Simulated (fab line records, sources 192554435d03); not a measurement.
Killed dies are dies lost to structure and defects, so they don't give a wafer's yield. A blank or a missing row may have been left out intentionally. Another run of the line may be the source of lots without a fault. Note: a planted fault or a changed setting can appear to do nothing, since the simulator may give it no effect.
Comparing a struck lot with a sound one -- flow n5-finfet -- 38 out of 1938 route steps
Sound: wafers L736.2, L736.3, L736.4. Struck: wafers L744.3, L744.6 (left out: L744.5, a lot-mate that was not struck); the cause follows at the end.
Each step with rows lists, per side, the tool, then ch with its chambers, then its first start. Under that, the readings that differ: sound wafers -- struck wafers -- difference of the means -- sigmas: that difference in standard deviations of wafers without a fault.
alike: a reading whose means differ by less than 2 such deviations, as well as words and numbers matching on both sides. not compared: withheld readings; readings where some wafer has no value; bounds like >300 that might hide an equal value; numbers whose values overlap and for which the record gives no deviation.
Wherever a step has rows on one side only, a row that says differs or no value, or a row with sigmas, the two part there. When numbers do not overlap yet have no deviation, they are printed without sigmas and do not part them. A reading missing from all wafers of one side parts the sides only when that side holds two or more wafers.

first, 9 steps without rows for these wafers: N5_SDB_COAT_04 (time 60 s, resist thk 18 nm); N5_SDB_COAT_05 (resist thk 90 nm); N5_SDB_EBR_07; N5_SDB_SOFTBAKE_06 (time 60 s); N5_SDB_EXPOSE_08 (exposes mask SDB); N5_SDB_PEB_09 (peb time 60 s); N5_SDB_DEVELOP_10 (develop time 30 s); N5_SDB_DESCUM_16 (chemistry O2, time 7.9 s); N5_SDB_ETCH_17 (etches SiARC in CF4, target depth 23.4 nm, time 39 s).
N5_SDB_ETCH_18: etches SOC in N2/H2, target depth 100 nm, overetch 20 nm, time 150 s.
  sound on rie-diel-01 ch 0,1,3, day 3 22:46; struck on rie-diel-01 ch 2,3, day 5 19:23
reading,sound,struck,difference,sigmas
oes-product-au (a.u.),0.83 0.76 0.66,0.61 0.59,-0.15,-3
model.etch.depth-nm (nm),99.71 99.98 100.1,85.15 85.49,-14.61,
model.SiARC_of_SDB_COAT_04.thk-nm (nm),12.6 12.8 12.6,14.2 14.2,+1.5,
  alike: drypump-motor-current-A, rf-vpp-V, showerhead-plenum-p-Torr, throttle-valve-pct
  not compared: rf-hours-counter-h
then, 26 steps without rows for these wafers: N5_SDB_STRIP_19 (strips in N2/H2); N5_SDB_STRIP_21 (strips in CF4); N5_SDB_HM_OPEN_20 (chemistry CH3F/O2, target SiNx, stops on poly-Si, target depth 24 nm); N5_SDB_STRIP_22 (strips in N2/H2); N5_SDB_PRECLEAN_23 (cleans in dHF, time 30 s); N5_SDB_DUMMY_REMOVE_24 (chemistry TMAH, target poly-Si, stops on SiO2, target depth 142 nm, time 57 s, rinse time 30 s); N5_SDB_ETCH_25 (etches SiO2 in C4F6/O2, target depth 10 nm, time 3.3 s); N5_SDB_CUT_ETCH_26 (etches Si in HBr/Cl2/O2, target depth 129.6 nm, bt time 20 s, time 51.8 s); N5_SDB_PRECLEAN_38 (cleans in dHF, time 10 s); N5_SDB_PRECLEAN_39 (cleans in O3/DIW, time 45 s); N5_SDB_SRD_28 (time 30 s); N5_SDB_ALD_29 (deposits SiNx, target thk 30 nm, pulse time 1 s, ald cycles 600); N5_SDB_CMP_30 (polishes, stops on poly-Si, t overpolish 1.54 s, target thk 30 nm); N5_DUMMY_REMOVAL_HM_STRIP_01 (strips SiNx in CH3F/O2, stops on poly-Si, target depth 4 nm, time 6.8 s); N5_DUMMY_REMOVAL_STRIP_10 (strips in N2/H2, time 40 s); N5_DUMMY_REMOVAL_PRECLEAN_07 (cleans in dHF, time 30 s); N5_DUMMY_REMOVAL_DUMMY_REMOVE_02 (chemistry TMAH, target poly-Si, stops on SiO2, target depth 142 nm, time 57 s, rinse time 30 s); N5_DUMMY_REMOVAL_PRECLEAN_08 (cleans in NF3:NH3, afs cycles 2, time 20 s, sublimation time 60 s); N5_DUMMY_REMOVAL_PRECLEAN_04 (cleans in DHF, time 37 s); N5_DUMMY_REMOVAL_SRD_05 (time 30 s); N5_HKMG_FIN_IL_REGROW_00 (material SiO2, chemistry O3, target thk 0.75 nm, time 30 s); N5_HKMG_FIN_HK_ALD_01 (deposits HfO2, target thk 1.6 nm, pulse time 3 s, purge time 3 s); N5_HKMG_FIN_HK_ANNEAL_02 (time 30 s); N5_HKMG_FIN_ALD_74 (deposits La2O3, target thk 0.5 nm, pulse time 6 s, co reactant pulse time 1 s); N5_HKMG_FIN_ALD_75 (deposits Al2O3, target thk 1 nm, co reactant pulse time 1 s); N5_HKMG_FIN_COAT_41 (time 60 s, resist thk 300 nm).
N5_BEOL_M4_RC_MEAS_101:
  the record has rows for the sound wafers here (prober-02 ch 0, day 9 21:12) and none for the struck ones
-- the record jumps here: 9 days lie between the struck wafers' starts before and after (it left off in module BEOL_M4 and takes up again in module PASSIVATION, whose first step shown is number 1936 of the route) --
N5_PASSIVATION_PROBE_49:
  only the struck wafers here have rows in the record (prober-01, day 14 21:03); the sound ones have none

## WHERE THEY PART
Earliest at N5_SDB_ETCH_18; latest, in this record, at N5_PASSIVATION_PROBE_49.

WHY: what had been put in by the simulator
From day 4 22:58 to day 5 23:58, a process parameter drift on rie-diel-01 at N5_SDB_ETCH_18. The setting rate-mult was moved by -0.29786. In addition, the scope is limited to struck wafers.
